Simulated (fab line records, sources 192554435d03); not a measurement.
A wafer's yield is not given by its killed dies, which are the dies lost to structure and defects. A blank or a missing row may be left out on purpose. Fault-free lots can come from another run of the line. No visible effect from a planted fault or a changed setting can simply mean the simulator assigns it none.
What tool caused it? :: flow n5-finfet :: 10 lots, 28 wafers sampled, at 3 steps of a route of 1938

== WHAT THE GAUGES READ, wafer by wafer ==
N5_SPACER0_INSPECT_04: inspects for defects (darkfield).
lot: L895
measured: day 3 06:54
on: defect-inspect-02
raw-defect-count: 103 106 82

lot: L896
measured: day 3 08:12
on: defect-inspect-02
raw-defect-count: 146 146 166

lot: L897
measured: day 3 13:14
on: defect-inspect-02
raw-defect-count: 99 161 167

lot: L898
measured: day 3 20:18
on: defect-inspect-02
raw-defect-count: 123 109 108

lot: L899
measured: day 4 04:36
on: defect-inspect-02
raw-defect-count: 128 112 89

lot: L907
measured: day 6 07:33
on: defect-inspect-01
raw-defect-count: 110 179

lot: L908
measured: day 6 09:18
on: defect-inspect-02
raw-defect-count: 128 105

lot: L912
measured: day 7 10:26
on: defect-inspect-02
raw-defect-count: 169 113 190

lot: L914
measured: day 7 23:25
on: defect-inspect-01
raw-defect-count: 165 214 161

lot: L918
measured: day 8 18:25
on: defect-inspect-02
raw-defect-count: 182 195 125

== TOOL THAT RAN EACH LOT (tool first, then ch and the chambers of the sampled wafers, then the start) ==
lot: L895
N5_DUMMY_GATE_HM_OPEN_21: rie-diel-03 ch 1,2,3, day 3 04:09
N5_SPACER0_ALD_07: ald-sin-04 ch 0,1,3, day 3 06:20

lot: L896
N5_DUMMY_GATE_HM_OPEN_21: rie-diel-04 ch 0,2, day 3 06:51
N5_SPACER0_ALD_07: ald-sin-04 ch 1,2,3, day 3 07:38

lot: L897
N5_DUMMY_GATE_HM_OPEN_21: rie-diel-05 ch 0,1,3, day 3 11:59
N5_SPACER0_ALD_07: ald-sin-01 ch 1,2,3, day 3 12:40

lot: L898
N5_DUMMY_GATE_HM_OPEN_21: rie-diel-04 ch 0,2,3, day 3 18:53
N5_SPACER0_ALD_07: ald-sin-01 ch 0,2,3, day 3 19:44

lot: L899
N5_DUMMY_GATE_HM_OPEN_21: rie-diel-04 ch 1,2,3, day 4 03:22
N5_SPACER0_ALD_07: ald-sin-04 ch 0,1,2, day 4 04:02

lot: L907
N5_DUMMY_GATE_HM_OPEN_21: rie-diel-05 ch 0,3, day 6 05:34
N5_SPACER0_ALD_07: ald-sin-04 ch 0,2, day 6 06:59

lot: L908
N5_DUMMY_GATE_HM_OPEN_21: rie-diel-05 ch 0,3, day 6 07:38
N5_SPACER0_ALD_07: ald-sin-03 ch 3, day 6 08:44

lot: L912
N5_DUMMY_GATE_HM_OPEN_21: rie-diel-03 ch 0,1, day 7 09:01
N5_SPACER0_ALD_07: ald-sin-04 ch 0,3, day 7 09:52

lot: L914
N5_DUMMY_GATE_HM_OPEN_21: rie-diel-04 ch 0,2, day 7 22:10
N5_SPACER0_ALD_07: ald-sin-01 ch 1,3, day 7 22:50

lot: L918
N5_DUMMY_GATE_HM_OPEN_21: rie-diel-04 ch 2,3, day 8 17:05
N5_SPACER0_ALD_07: ald-sin-03 ch 0,1,3, day 8 17:51
- N5_DUMMY_GATE_HM_OPEN_21: chemistry CH3F/O2, target SiNx, target depth 120 nm, time 171.4 s.
- N5_SPACER0_ALD_07: deposits SiNx, target thk 2 nm.

== THE ANSWER, worked out from the rows above alone ==
Rule: what is usual is taken from the lots themselves. Put in order of their means at a reading, lots are off if they are a third of the lots or fewer, leave a main group of 4 or more, and stand apart from it by a gap of 3 or more times the standard deviation of the main group's means; of several such gaps the widest counts. Not used: any main group whose means are identical at the precision the tables above print for the reading. Also off: a lot with no number at a reading for which 4 or more lots have one. Any other lot the step has rows for is counted as sound.
No lot is off on any of the readings shown, so nothing can be concluded from this.

== WHAT THE SIMULATOR HAD PUT IN ==
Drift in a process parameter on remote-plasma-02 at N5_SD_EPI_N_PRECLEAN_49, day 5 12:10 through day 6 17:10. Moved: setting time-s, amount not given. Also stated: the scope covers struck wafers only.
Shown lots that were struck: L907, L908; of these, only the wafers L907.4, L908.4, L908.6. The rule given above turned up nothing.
